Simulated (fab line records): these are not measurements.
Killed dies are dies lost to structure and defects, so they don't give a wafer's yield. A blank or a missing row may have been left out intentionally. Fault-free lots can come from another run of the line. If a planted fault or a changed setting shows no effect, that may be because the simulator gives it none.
Chamber matching -- flow nand_harc -- rie_diel-05 running NHARC_A_CHANNEL_HOLE_D2_ETCH_38: 4 sister chambers
The step etches the open film in CF4, target depth 39 nm, time 65 s. 16 wafers are shown with their chamber, then 7 later ones without.

WAFERS WITH THEIR CHAMBER
wafer,chamber,showerhead_plenum_p_Torr (Torr),drypump_motor_current_A (A),oes_product_au (a.u.)
L133.3,1,1.83,5.8,0.996
L133.4,2,1.86,5.9,1.013
L133.6,3,1.74,5.4,1.001
L134.4,1,1.83,5.8,0.994
L134.5,3,1.74,5.3,1.014
L134.6,2,1.86,5.9,1.013
L136.3,2,1.86,5.9,0.997
L136.4,0,1.84,5.7,1.009
L136.5,0,1.84,5.7,1.013
L138.1,1,1.83,5.9,0.988
L138.6,2,1.86,5.9,0.987
L147.2,1,1.82,5.8,0.995
L147.3,0,1.84,5.7,1.018
L147.4,3,1.74,5.4,1.013
L148.2,2,1.86,5.9,0.999
L148.5,2,1.86,5.9,1.000

SIGNATURES, as means of the wafers listed above
reading,chamber 0,chamber 1,chamber 2,chamber 3,scatter within a chamber
showerhead_plenum_p_Torr,1.8400,1.8275,1.8600,1.7400,0.0025
drypump_motor_current_A,5.700,5.825,5.900,5.367,0.0344
oes_product_au,1.01333,0.99325,1.00150,1.00933,0.00757
Rule: a wafer's distance from a chamber is the root of the sum, over the readings, of the square of ((its reading less the chamber's mean) divided by the reading's scatter). The wafer belongs to the nearest chamber; if the next one is less than 2 further off, it can't be placed. How the scatter is found: for the shown wafers, subtract from each reading the mean of its chamber, square and add these, divide the total by (wafers less chambers), then take the root.

WAFERS WITHOUT THEIR CHAMBER
wafer,showerhead_plenum_p_Torr (Torr),drypump_motor_current_A (A),oes_product_au (a.u.)
L148.6,1.82,5.8,0.999
L150.2,1.74,5.3,1.013
L150.4,1.82,5.8,0.986
L150.5,1.86,5.9,1.007
L153.1,1.84,5.6,1.012
L153.2,1.74,5.3,0.993
L153.5,1.74,5.3,0.994

WHICH CHAMBER EACH WENT THROUGH
wafer,from the rows above,in truth
L148.6,1,1
L150.2,3,3
L150.4,1,1
L150.5,2,2
L153.1,0,0
L153.2,3,3
L153.5,3,3
Correct placement for 7 of the 7. From these rows, 0 cannot be placed. Number placed wrongly: 0.
